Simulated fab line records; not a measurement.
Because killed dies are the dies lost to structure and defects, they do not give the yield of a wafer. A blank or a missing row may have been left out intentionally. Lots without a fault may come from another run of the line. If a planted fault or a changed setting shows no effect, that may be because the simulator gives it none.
fab line records	flow n5_finfet
record: lots: 7	wafers: 19	last_day: 17
route steps=1938 shown BEOL_M0_SAQP@654 BEOL_M4@1111 PASSIVATION@1936
lots with no fault: from the same line, run without faults
start_h: hours from the record's first day to the start of the lot's first wafer shown	wait_h: time in hours since the lot's previous step	" identical to the entry in the row above	L1.1+2: a row that stands for several wafers	- no value, or no start was given	* or withheld: withheld	< > ~ a bound
route shown NAME@n: names a module that has steps shown in the file, with the first one's number in the route	usual: average and standard deviation across the fault-free wafers	same: alike in all rows	chamber/n: place in a boat	sites: the reading at each site	_std_site: the values' standard deviation	_edge_site: the outer-site mean with the inner-site mean subtracted	radius_mm: for every site, how far away it sits from the centre of the wafer	mask NAME#n: copy n	behind: the most recent tool/chamber to have shaped the wafer	hold: why the lot went on hold/how many hours it stayed there/how the hold came to an end	device: the n, p or np transistor that did not switch	end of line: the tests these same wafers got at the end of their route	a step given without rows: its recipe and nothing more	killed: at the first sort, the dies lost to defects and structure; wafer yield is something else	map: the dies of a wafer, with x for killed, . for not killed, _ for no die there
set.NAME: the setting that was run; set.NAME@STEP: the one run at that earlier step	model.NAME: the simulator's own value behind a step, which no gauge read
one table for each step of the route and one row for each wafer, over a sample of lots
services: the hour from which a tool's chamber was out of use, counted from the record's first day as start_h (under 0 if before that day), plus the number of hours and why
== steps ==
step: N5_BEOL_M0_SAQP_ETCH_84
recipe: chemistry: N2/H2	target: SOC	target_depth_a: 1000	overetch_a: 200	mask_material: SiARC	temp_c: 40	time_s: 150	ion_energy_ev: 200	pressure_mtorr: 30	source_w: 840	bias_w: 150	n2_flow_sccm: 200	h2_flow_sccm: 200
usual: drypump_motor_current_A: 5.8/0.57	n2_flow_sccm: 200.1/0.64	oes_product_au: 0.67/0.052	rf_vpp_V: 523.5/2.4	showerhead_plenum_p_Torr: 2.53/0.083	throttle_valve_pct: 17.8/0.31
lot.wafer	tool	chamber	start_h	wait_h	drypump_motor_current_A	n2_flow_sccm	oes_product_au	rf_hours_counter_h	rf_vpp_V	showerhead_plenum_p_Torr	throttle_valve_pct
L133.1	rie_diel-04	2	148.36	0.0	5.2	200.1	0.68	138	525.2	2.54	17.5
L133.2	"	1	"	"	5.3	199.7	0.76	79	522.2	2.47	17.5
L133.5	"	0	"	"	5.9	199.4	0.68	-	518.0	2.37	17.9
L135.2	rie_diel-04	2	162.47	0.0	5.2	201.1	0.68	143	524.1	2.54	17.5
L135.4	"	0	"	"	5.9	198.4	0.68	126	518.2	2.37	17.9
L135.6	"	3	"	"	6.3	199.0	0.66	-	523.6	2.51	17.8
L136.1	rie_diel-02	1	168.14	0.0	6.6	199.0	0.63	196	526.2	2.64	18.1
L136.3	"	3	"	"	6.6	201.7	0.78	43	521.7	2.47	17.2
L136.5	"	3	"	"	6.6	200.7	0.78	-	522.8	2.47	17.2
L144.2	rie_diel-04	2	216.19	0.0	5.2	200.3	0.58	158	522.4	2.53	17.5
L144.5	"	3	"	"	6.3	200.0	0.65	-	523.9	2.51	17.8
L145.2	rie_diel-04	3	221.10	0.0	6.2	199.7	0.57	216	523.4	2.51	17.8
L145.3	"	2	"	"	5.2	201.2	0.58	160	524.5	2.53	17.5
L146.3	rie_diel-04	0	229.75	0.0	5.9	199.9	0.58	147	519.2	2.36	17.9
L146.4	"	3	"	"	6.2	199.3	0.64	220	523.5	2.50	17.8
L146.6	"	3	"	"	6.3	199.7	0.65	-	522.2	2.50	17.8
L148.2	rie_diel-03	1	242.55	0.0	6.3	200.3	0.62	242	524.3	2.61	17.6
L148.3	"	3	"	"	5.8	199.5	0.68	113	523.7	2.57	17.8
L148.5	"	1	"	"	6.3	199.9	0.61	-	525.9	2.61	17.6
step: N5_BEOL_M0_SAQP_HM_OPEN_112
recipe: chemistry: CHF3/O2	target: SiO2	stop_on: a-Si	target_depth_a: 120	over_etch_frac: 1.25	mask_material: SOC	time_s: 13.5	pressure_mtorr: 30	source_w: 650	bias_w: 170	Ar_flow_sccm: 200	CHF3_flow_sccm: 50	O2_flow_sccm: 5	ion_energy_ev: 200	ends: end_point
usual: drypump_motor_current_A: 5.8/0.57	oes_ar_750_au: 0.75/0.059	oes_product_au: 0.49/0.039	rf_vpp_V: 524/9.5	showerhead_plenum_p_Torr: 2.40/0.077	throttle_valve_pct: 18.8/0.32
lot.wafer	tool	chamber	start_h	wait_h	drypump_motor_current_A	oes_ar_750_au	oes_product_au	rf_hours_counter_h	rf_vpp_V	showerhead_plenum_p_Torr	throttle_valve_pct
L133.1	rie_diel-04	2	148.46	0.0	5.2	0.76	0.51	138	525	2.42	18.5
L133.2	"	1	"	"	5.3	0.83	0.56	79	538	2.33	18.4
L133.5	"	0	"	"	5.9	0.77	0.50	-	506	2.22	18.7
L135.2	rie_diel-04	2	162.57	0.0	5.2	0.76	0.49	143	526	2.41	18.5
L135.4	"	0	"	"	5.9	0.76	0.49	126	505	2.22	18.7
L135.6	"	3	"	"	6.2	0.73	0.47	-	525	2.40	18.8
L136.1	rie_diel-02	1	168.25	0.0	6.6	0.70	0.46	196	531	2.47	18.9
L136.3	"	3	"	"	6.6	0.87	0.57	43	531	2.37	18.4
L136.5	"	3	"	"	6.6	0.86	0.56	-	529	2.37	18.4
L144.2	rie_diel-04	2	216.29	0.0	5.2	0.75	0.28	158	526	2.41	18.4
L144.5	"	3	"	"	6.2	0.71	0.48	-	524	2.39	18.9
L145.2	rie_diel-04	3	221.20	0.0	6.3	0.72	0.29	216	527	2.39	18.8
L145.3	"	2	"	"	5.2	0.74	0.28	160	526	2.41	18.4
L146.3	rie_diel-04	0	229.85	0.0	5.9	0.74	0.28	147	506	2.21	18.7
L146.4	"	3	"	"	6.2	0.71	0.47	220	526	2.39	18.9
L146.6	"	3	"	"	6.3	0.71	0.47	-	523	2.39	18.9
L148.2	rie_diel-03	1	242.66	0.0	6.3	0.69	0.44	242	534	2.46	18.6
L148.3	"	3	"	"	5.8	0.76	0.50	113	524	2.42	18.6
L148.5	"	1	"	"	6.3	0.69	0.46	-	534	2.46	18.6
step: N5_BEOL_M0_SAQP_MANDREL_ETCH_20
recipe: target_depth_a: 600	chemistry: HBr/Cl2	target: a-Si	stop_on: SiNx	bt_time_s: 10	mask_material: SOC	over_etch_frac: 0.5	time_s: 30	pressure_mtorr: 10	icp_w: 800	bias_w: 75	HBr_flow_sccm: 150	Cl2_flow_sccm: 80	ends: end_point
usual: drypump_motor_current_A: 5.8/0.38	oes_product_au: 0.771/0.013	throttle_valve_pct: 35.4/0.31
lot.wafer	tool	chamber	start_h	wait_h	drypump_motor_current_A	oes_product_au	rf_hours_counter_h	throttle_valve_pct
L133.1	rie_si-06	2	148.55	0.0	5.9	0.755	9	35.1
L133.2	"	1	"	"	5.9	0.757	87	35.8
L133.5	"	0	"	"	6.0	0.748	-	35.6
L135.2	rie_si-01	3	162.66	0.0	5.8	0.754	130	35.4
L135.4	"	2	"	"	5.8	0.791	142	35.4
L135.6	"	2	"	"	5.9	0.789	-	35.4
L136.1	rie_si-04	3	168.33	0.0	6.4	0.772	151	36.3
L136.3	"	0	"	"	5.5	0.778	111	35.5
L136.5	"	3	"	"	6.4	0.782	-	36.3
L144.2	rie_si-01	0	216.38	0.0	5.9	0.321	14	36.1
L144.5	"	1	"	"	6.3	0.786	-	35.3
L145.2	rie_si-06	0	221.29	0.0	6.0	0.322	148	36.4
L145.3	"	2	"	"	5.9	0.323	10	36.0
L146.3	rie_si-01	2	229.94	0.0	5.8	0.334	144	36.3
L146.4	"	3	"	"	5.8	0.748	131	35.4
L146.6	"	1	"	"	6.3	0.766	-	35.3
L148.2	rie_si-01	3	242.74	0.0	5.8	0.761	131	35.4
L148.3	"	1	"	"	6.3	0.787	121	35.3
L148.5	"	0	"	"	5.9	0.776	-	35.2
step: N5_BEOL_M0_SAQP_RECESS_114
recipe: chemistry: HF/NH3	target: SiO2	target_depth_a: 144	afs_cycles: 3	temp_c: 30	sublimation_temp_c: 180	sublimation_time_s: 60
usual: drypump_motor_current_A: 5.5/0.43
lot.wafer	tool	chamber	start_h	wait_h	drypump_motor_current_A
L133.1	vapor_etch-02	1	148.78	0.0	5.2
L133.2	"	0	"	"	5.7
L133.5	"	1	"	"	5.1
L135.2	vapor_etch-01	0	162.88	0.0	5.2
L135.4	"	0	"	"	5.2
L135.6	"	1	"	"	6.3
L136.1	vapor_etch-01	1	168.56	0.0	6.2
L136.3	"	1	"	"	6.2
L136.5	"	0	"	"	5.2
L144.2	vapor_etch-01	1	216.61	0.0	6.3
L144.5	"	0	"	"	5.2
L145.2	vapor_etch-02	0	221.52	0.0	5.7
L145.3	"	0	"	"	5.7
L146.3	vapor_etch-01	1	230.29	0.1	6.2
L146.4	"	0	"	"	5.2
L146.6	"	1	"	"	6.2
L148.2	vapor_etch-01	1	242.97	0.0	6.2
L148.3	"	1	"	"	6.2
L148.5	"	1	"	"	6.2
step: N5_BEOL_M0_SAQP_CD_MEAS_25
recipe: target_cd_nm: 13.1	landing_energy_ev: 1000	detector: se_inlens
usual: cd_nm: 12.75/0.22
lot.wafer	tool	chamber	start_h	wait_h	cd_nm
L133.1	cd_sem-03	0	150.07	0.1	12.64
L133.2	"	0	"	"	12.63
L133.5	"	0	"	"	12.77
L135.2	cd_sem-03	0	164.09	0.1	13.09
L135.4	"	0	"	"	13.43
L135.6	"	0	"	"	12.95
L136.1	cd_sem-02	0	169.62	0.1	12.51
L136.3	"	0	"	"	12.91
L136.5	"	0	"	"	12.49
L144.2	cd_sem-03	0	217.67	0.1	-
L144.5	"	0	"	"	12.62
L145.2	cd_sem-03	0	222.57	0.1	-
L145.3	"	0	"	"	-
L146.3	cd_sem-01	0	231.25	0.1	-
L146.4	"	0	"	"	12.52
L146.6	"	0	"	"	13.11
L148.2	cd_sem-01	0	244.94	0.1	12.77
L148.3	"	0	"	"	12.61
L148.5	"	0	"	"	12.95
step: N5_BEOL_M0_SAQP_ETCH_101
recipe: chemistry: CH3F/O2	target: SiNx	mask_material: SiO2	target_depth_a: 299	time_s: 42.7	pressure_mtorr: 30	source_w: 395	bias_w: 73	Ar_flow_sccm: 150	CH3F_flow_sccm: 30	O2_flow_sccm: 20	ion_energy_ev: 120
usual: drypump_motor_current_A: 5.8/0.55	oes_ar_750_au: 0.76/0.059	oes_product_au: 0.76/0.065	rf_vpp_V: 297/5.9	showerhead_plenum_p_Torr: 1.98/0.07	throttle_valve_pct: 16.27/0.29
lot.wafer	tool	chamber	start_h	wait_h	drypump_motor_current_A	oes_ar_750_au	oes_product_au	rf_hours_counter_h	rf_vpp_V	showerhead_plenum_p_Torr	throttle_valve_pct
L133.1	rie_diel-04	1	150.21	0.1	5.3	0.82	0.84	80	305	1.93	15.92
L133.2	"	3	"	"	6.2	0.73	0.73	195	296	1.99	16.35
L133.5	"	3	"	"	6.3	0.73	0.73	-	296	1.99	16.34
L135.2	rie_diel-04	3	164.12	0.0	6.2	0.72	0.73	199	297	1.99	16.36
L135.4	"	2	"	"	5.1	0.76	0.75	143	298	2.00	16.01
L135.6	"	3	"	"	6.2	0.73	0.73	-	297	1.99	16.36
L136.1	rie_diel-03	0	169.66	0.0	5.1	0.71	0.69	232	298	1.99	16.76
L136.3	"	2	"	"	5.6	0.74	0.74	201	301	1.98	16.60
L136.5	"	1	"	"	6.3	0.70	0.71	-	304	2.06	16.14
L144.2	rie_diel-04	2	217.70	0.0	5.2	0.75	0.74	158	297	2.00	16.02
L144.5	"	0	"	"	5.8	0.75	0.74	-	287	1.83	16.35
L145.2	rie_diel-03	3	222.68	0.1	5.8	0.76	0.77	108	298	2.01	16.12
L145.3	"	0	"	"	5.1	0.70	0.69	246	297	1.98	16.76
L146.3	rie_diel-02	2	231.29	0.0	4.7	0.91	0.91	17	297	2.06	16.28
L146.4	"	3	"	"	6.6	0.85	0.84	62	301	1.96	16.01
L146.6	"	0	"	"	5.8	0.70	0.67	-	288	2.06	16.97
L148.2	rie_diel-04	1	244.97	0.0	5.3	0.80	0.81	103	305	1.92	15.97
L148.3	"	0	"	"	5.9	0.75	0.72	151	286	1.83	16.35
L148.5	"	2	"	"	5.2	0.75	0.72	-	298	2.00	16.05
step: N5_BEOL_M0_SAQP_RECESS_104
recipe: chemistry: HF/NH3	target: SiO2	target_depth_a: 180	afs_cycles: 3	temp_c: 30	sublimation_temp_c: 180	sublimation_time_s: 60
usual: drypump_motor_current_A: 5.5/0.42
lot.wafer	tool	chamber	start_h	wait_h	drypump_motor_current_A
L133.1	vapor_etch-02	0	150.43	0.1	5.7
L133.2	"	1	"	"	5.1
L133.5	"	0	"	"	5.7
L135.2	vapor_etch-01	0	164.34	0.1	5.2
L135.4	"	0	"	"	5.2
L135.6	"	0	"	"	5.2
L136.1	vapor_etch-01	1	169.87	0.1	6.2
L136.3	"	0	"	"	5.2
L136.5	"	0	"	"	5.2
L144.2	vapor_etch-01	1	217.92	0.1	6.2
L144.5	"	1	"	"	6.2
L145.2	vapor_etch-01	0	222.89	0.1	5.2
L145.3	"	0	"	"	5.2
L146.3	vapor_etch-02	1	231.63	0.2	5.2
L146.4	"	0	"	"	5.6
L146.6	"	1	"	"	5.1
L148.2	vapor_etch-02	1	245.19	0.1	5.1
L148.3	"	1	"	"	5.2
L148.5	"	0	"	"	5.7
step: N5_BEOL_M0_SAQP_CD_MEAS_29
recipe: target_cd_nm: 14.4	landing_energy_ev: 1000	detector: se_inlens
usual: cd_nm: 14.98/0.22
lot.wafer	tool	chamber	start_h	wait_h	cd_nm
L133.1	cd_sem-01	0	152.04	0.1	15.04
L133.2	"	0	"	"	15.15
L133.5	"	0	"	"	15.17
L135.2	cd_sem-01	0	166.30	0.1	15.53
L135.4	"	0	"	"	14.89
L135.6	"	0	"	"	15.38
L136.1	cd_sem-03	0	171.50	0.1	15.34
L136.3	"	0	"	"	14.87
L136.5	"	0	"	"	14.99
L144.2	cd_sem-03	0	219.42	0.1	-
L144.5	"	0	"	"	15.31
L145.2	cd_sem-01	0	224.51	0.1	-
L145.3	"	0	"	"	-
L146.3	cd_sem-03	0	234.22	0.1	-
L146.4	"	0	"	"	15.01
L146.6	"	0	"	"	14.97
L148.2	cd_sem-01	0	246.89	0.1	14.73
L148.3	"	0	"	"	14.80
L148.5	"	0	"	"	15.00
step: N5_BEOL_M4_RC_MEAS_101
usual: DIBL_N: 36.5/2	DIBL_P: 36.5/2.3	IOFF_N: 0.16/0.036	IOFF_P: 0.21/0.037	ION_N: 672/12	ION_P: 459/7.1	SS_N: 71.6/0.73	SS_P: 73.4/0.76	VT_N: 250/3.3	VT_P: -250.5/2.9
lot.wafer	tool	chamber	start_h	wait_h	DIBL_N[mV/V]	DIBL_P[mV/V]	IOFF_N[nA/um]	IOFF_P[nA/um]	ION_N[uA/um]	ION_P[uA/um]	SS_N[mV/dec]	SS_P[mV/dec]	VT_N[mV]	VT_P[mV]
L133.1	prober-01	0	223.32	0.0	36.5	35.9	0.14	0.19	661	453	72.5	72.6	251	-252.4
L133.2	"	0	"	"	38.1	39.1	0.18	0.24	683	469	72.6	73.7	249	-247.1
L133.5	"	0	"	"	37.2	37.3	0.16	0.21	671	459	72.4	73.2	249	-249.2
L135.2	prober-02	0	229.58	0.2	37.6	38.5	0.18	0.23	675	461	72.6	74.5	248	-248.7
L135.4	"	0	"	"	36.0	36.5	0.15	0.19	680	461	71.7	73.3	249	-250.3
L135.6	"	0	"	"	33.6	33.9	0.11	0.16	664	451	70.6	72.6	255	-253.8
L136.1	prober-01	0	229.86	0.0	34.3	35.4	0.13	0.20	664	462	71.3	72.5	253	-249.4
L136.3	"	0	"	"	33.8	33.2	0.11	0.16	630	439	72.2	72.7	259	-255.7
L136.5	"	0	"	"	31.9	32.0	0.10	0.16	658	459	71.1	72.3	255	-251.8
L144.5	prober-02	0	274.75	0.6	36.7	35.6	0.15	0.23	679	470	71.5	73.3	249	-247.3
L146.4	prober-02	0	298.21	0.5	38.1	38.8	0.17	0.22	671	458	71.5	73.9	248	-251.8
L146.6	"	0	"	"	38.2	38.9	0.17	0.23	678	458	72.2	73.0	249	-251.8
L148.2	prober-01	0	309.41	0.2	38.1	41.2	0.24	0.30	691	474	72.1	73.9	243	-243.0
L148.3	"	0	"	"	37.5	39.5	0.21	0.26	684	467	71.8	74.3	248	-246.6
L148.5	"	0	"	"	37.7	39.4	0.21	0.26	661	449	72.3	74.0	247	-245.4
step: N5_PASSIVATION_PROBE_49
usual: defect_limited_yield: 91.4/1.4	killed_at_M0_to_M3: 33/11	killed_at_M4_up: 13/5.3	killed_at_contacts: 13/6.1	killed_at_front_end: 40/11	killed_at_other: 2.9/2.7	killed_dies: 102/17	killed_on_rim: 14/4.2	killed_open: 68/13	killed_short: 32/7.5	sort_bin_5_function: 5.1/0.98	sort_bin_6_memory: 3.2/0.69	sort_bin_8_speed: 0.1/1.1	sort_n_pass: 1077/21	sort_yield_pct: 91.3/1.7
same: gross_dies: 1180	killed_at_back_side: 0	sort_bin_4_leakage[%]: 0
lot.wafer	tool	chamber	start_h	wait_h	defect_limited_yield[%]	killed_at_M0_to_M3	killed_at_M4_up	killed_at_contacts	killed_at_front_end	killed_at_other	killed_dies	killed_on_rim	killed_open	killed_short	sort_bin_5_function[%]	sort_bin_6_memory[%]	sort_bin_8_speed[%]	sort_n_pass	sort_yield_pct[%]
L135.2	prober-01	-	349.37	0.1	93.6	14	10	7	44	0	75	10	45	28	3.8	2.5	0	1105	93.6
L135.4	prober-01	-	349.47	0.2	91.4	35	16	9	39	2	101	14	72	27	5.3	2.9	0	1079	91.4
L135.6	prober-01	-	349.57	0.3	94.2	22	13	6	25	2	68	11	43	22	3.0	2.5	0	1112	94.2
L144.2	prober-02	-	395.53	0.1	0	1091	16	8	60	5	1180	152	68	42	95.5	4.2	0	0	0
L144.5	prober-02	-	395.68	0.2	91.3	20	13	11	56	3	103	11	66	37	5.5	3.0	0	1077	91.3
L146.3	prober-01	-	409.07	0.1	0	1102	10	34	30	4	1180	152	80	35	95.9	3.7	0	0	0
L146.4	prober-01	-	409.12	0.2	89.1	40	9	22	45	13	129	16	91	35	6.3	4.5	0	1051	89.1
L146.6	prober-01	-	409.22	0.3	90.9	34	18	30	21	4	107	12	81	25	5.1	3.7	0	1073	90.9
L145.2	prober-01	-	414.94	0.1	0	1131	8	7	33	1	1180	152	40	26	97.3	2.5	0	0	0
L145.3	prober-01	-	414.99	0.1	0	1103	13	16	42	6	1180	152	72	37	97.5	2.3	0	0	0
L148.2	prober-02	-	419.63	0.1	92.7	24	15	10	36	1	86	8	57	28	3.8	3.2	0	1094	92.7
L148.3	prober-02	-	419.68	0.1	90.7	32	25	14	33	6	110	11	74	34	4.7	4.6	0	1070	90.7
L148.5	prober-02	-	419.78	0.2	92.6	26	14	9	35	3	87	6	62	25	3.6	3.3	0	1093	92.6
killed by level:class
L135.2 STI_FIN_REVEAL:geometric_particle:open=14 FIN_SAQP:geometric_particle:short=11 FIN_SAQP:geometric_particle:open=4 MOL_CONTACT_COAG:geometric_particle:open=4 BEOL_M4:geometric_particle:open=4 GATE_CUT:geometric_particle:short=3 MOL_CONTACT_COAG:geometric_particle:short=3 BEOL_M0_SAQP:geometric_particle:open=3
L135.4 FIN_SAQP:geometric_particle:short=12 BEOL_M0_SAQP:geometric_particle:open=8 DUMMY_GATE:geometric_particle:open=7 MOL_CONTACT_COAG:geometric_particle:open=7 BEOL_M1:geometric_particle:open=7 BEOL_M2:geometric_particle:open=7 FIN_SAQP:geometric_particle:open=6 STI_FIN_REVEAL:geometric_particle:open=6
L135.6 DUMMY_GATE:geometric_particle:open=8 BEOL_M4:geometric_particle:open=7 MOL_CONTACT_COAG:geometric_particle:open=5 BEOL_M0_SAQP:geometric_particle:short=5 BEOL_M3:geometric_particle:open=5 FIN_SAQP:geometric_particle:short=3 BEOL_M0_SAQP:geometric_particle:open=3 BEOL_M1:geometric_particle:open=3
L144.2 BEOL_M0_SAQP:area_etch=1070 FIN_SAQP:geometric_particle:open=14 FIN_SAQP:geometric_particle:short=11 STI_FIN_REVEAL:geometric_particle:open=11 GATE_CUT:geometric_particle:short=9 BEOL_M4:geometric_particle:open=7 MOL_CONTACT_COAG:geometric_particle:open=5 BEOL_M0_SAQP:geometric_particle:open=5
L144.5 STI_FIN_REVEAL:geometric_particle:open=14 FIN_SAQP:geometric_particle:short=14 FIN_SAQP:geometric_particle:open=10 MOL_CONTACT_COAG:geometric_particle:open=9 BEOL_M4:geometric_particle:open=9 GATE_CUT:geometric_particle:short=7 BEOL_M1:geometric_particle:open=6 BEOL_M0_SAQP:geometric_particle:short=5
L146.3 BEOL_M0_SAQP:area_etch=1065 MOL_CONTACT_COAG:geometric_particle:open=31 BEOL_M0_SAQP:geometric_particle:short=8 BEOL_M1:geometric_particle:open=8 BEOL_M3:geometric_particle:open=8 GATE_CUT:geometric_particle:short=6 BEOL_M0_SAQP:geometric_particle:open=5 STI_FIN_REVEAL:geometric_particle:open=4
L146.4 STI_FIN_REVEAL:geometric_particle:open=19 MOL_CONTACT_COAG:geometric_particle:open=19 BEOL_M0_SAQP:geometric_particle:short=9 BEOL_M1:geometric_particle:open=9 BEOL_M4:geometric_particle:open=7 BEOL_M0_SAQP:geometric_particle:open=6 BEOL_M2:geometric_particle:open=6 PASS1_CAP:geometric_particle:open=5
L146.6 MOL_CONTACT_COAG:geometric_particle:open=25 BEOL_M0_SAQP:geometric_particle:open=11 BEOL_M2:geometric_particle:open=10 BEOL_M4:geometric_particle:open=10 MOL_CONTACT_COAG:geometric_particle:short=5 FIN_SAQP:geometric_particle:open=3 DUMMY_GATE:geometric_particle:short=3 ILD0:geometric_particle:open=3
L145.2 BEOL_M0_SAQP:area_etch=1112 FIN_SAQP:geometric_particle:open=11 MOL_CONTACT_COAG:geometric_particle:open=7 BEOL_M0_SAQP:geometric_particle:short=7 FIN_SAQP:geometric_particle:short=6 STARTING-WAFER:geometric_particle:open=5 BEOL_M0:geometric_particle:open=4 STARTING-WAFER:geometric_particle:short=4
L145.3 BEOL_M0_SAQP:area_etch=1071 FIN_SAQP:geometric_particle:open=13 BEOL_M2:geometric_particle:open=12 MOL_CONTACT_COAG:geometric_particle:open=11 FIN_SAQP:geometric_particle:short=9 STI_FIN_REVEAL:geometric_particle:open=9 BEOL_M0_SAQP:geometric_particle:open=6 MOL_CONTACT_COAG:geometric_particle:short=5
L148.2 FIN_SAQP:geometric_particle:short=10 BEOL_M4:geometric_particle:open=10 FIN_SAQP:geometric_particle:open=9 MOL_CONTACT_COAG:geometric_particle:open=9 STI_FIN_REVEAL:geometric_particle:open=6 BEOL_M1:geometric_particle:open=6 BEOL_M0_SAQP:geometric_particle:short=5 BEOL_M0:geometric_particle:open=5
L148.3 MOL_CONTACT_COAG:geometric_particle:open=14 BEOL_M0_SAQP:geometric_particle:open=11 BEOL_M4:geometric_particle:open=11 FIN_SAQP:geometric_particle:open=10 BEOL_M0_SAQP:geometric_particle:short=9 FIN_SAQP:geometric_particle:short=7 STI_FIN_REVEAL:geometric_particle:open=5 BEOL_M1:geometric_particle:open=5
L148.5 BEOL_M1:geometric_particle:open=10 MOL_CONTACT_COAG:geometric_particle:open=8 FIN_SAQP:geometric_particle:open=7 FIN_SAQP:geometric_particle:short=7 BEOL_M4:geometric_particle:open=6 GATE_CUT:geometric_particle:short=6 DUMMY_GATE:geometric_particle:open=5 BEOL_M2:geometric_particle:open=4
== services ==
tool	chamber	start_h	hours	kind
rie_diel-03	3	133.54	12.3	repair
rie_diel-02	2	139.95	-	clean
rie_diel-02	2	139.95	-	consumable_replace:focus_ring
rie_diel-02	2	139.95	34.7	scheduled_down
rie_diel-02	2	139.95	34.7	vent_cycle
rie_diel-03	2	143.43	10.1	repair
rie_si-01	0	179.24	4.7	repair
rie_si-06	0	185.11	3.5	repair
rie_diel-04	1	209.51	16.5	repair
rie_si-06	0	231.56	101.1	repair
rie_diel-02	0	238.33	5.8	repair
rie_diel-03	0	241.10	-	clean
rie_diel-03	0	241.10	-	consumable_replace:focus_ring
rie_diel-03	0	241.10	13.3	scheduled_down
rie_diel-03	0	241.10	13.3	vent_cycle
== key ==
first_sign: step: N5_BEOL_M0_SAQP_ETCH_84	reading: oes_product_au	direction: down	sigmas: 1.8	usual: 0.67	struck: 0.58
effect: step: N5_BEOL_M0_SAQP_HM_OPEN_112	reading: oes_product_au	direction: down	sigmas: 5.3	usual: 0.49	struck: 0.28
effect: step: N5_BEOL_M0_SAQP_MANDREL_ETCH_20	reading: oes_product_au	direction: down	sigmas: 35	usual: 0.771	struck: 0.325
effect: step: N5_BEOL_M0_SAQP_CD_MEAS_25	reading: cd_nm	direction: missing
effect: step: N5_BEOL_M0_SAQP_CD_MEAS_29	reading: cd_nm	direction: missing
effect: step: N5_PASSIVATION_PROBE_49	reading: killed_at_M0_to_M3	direction: up	sigmas: 99+	usual: 33	struck: 1107
more_kills_born_at: N5_BEOL_M0_SAQP_ETCH_84@rie_diel-04: 4318
met_at N5_BEOL_M0_SAQP_ETCH_84
struck_lots L144,L145,L146
struck_wafers L144.2,L145.2,L145.3,L146.3
later_rows_left_out L144.2,L145.2,L145.3,L146.3
not_acting_at N5_BEOL_M0_SAQP_RECESS_114,N5_BEOL_M0_SAQP_ETCH_101,N5_BEOL_M0_SAQP_RECESS_104
onset_between 162.47 216.19
fault: kind: process_parameter_drift	tool: rie_diel-04	chamber: -	onset_h: 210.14	steps: N5_BEOL_M0_SAQP_ETCH_84	channel: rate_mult	offset: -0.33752	shape: step	end_h: 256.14	scope: struck_wafers_only
later_rows_left_out: the simulator's readings of these wafers behind a module that went badly wrong aren't trusted and aren't shown, but for the sort
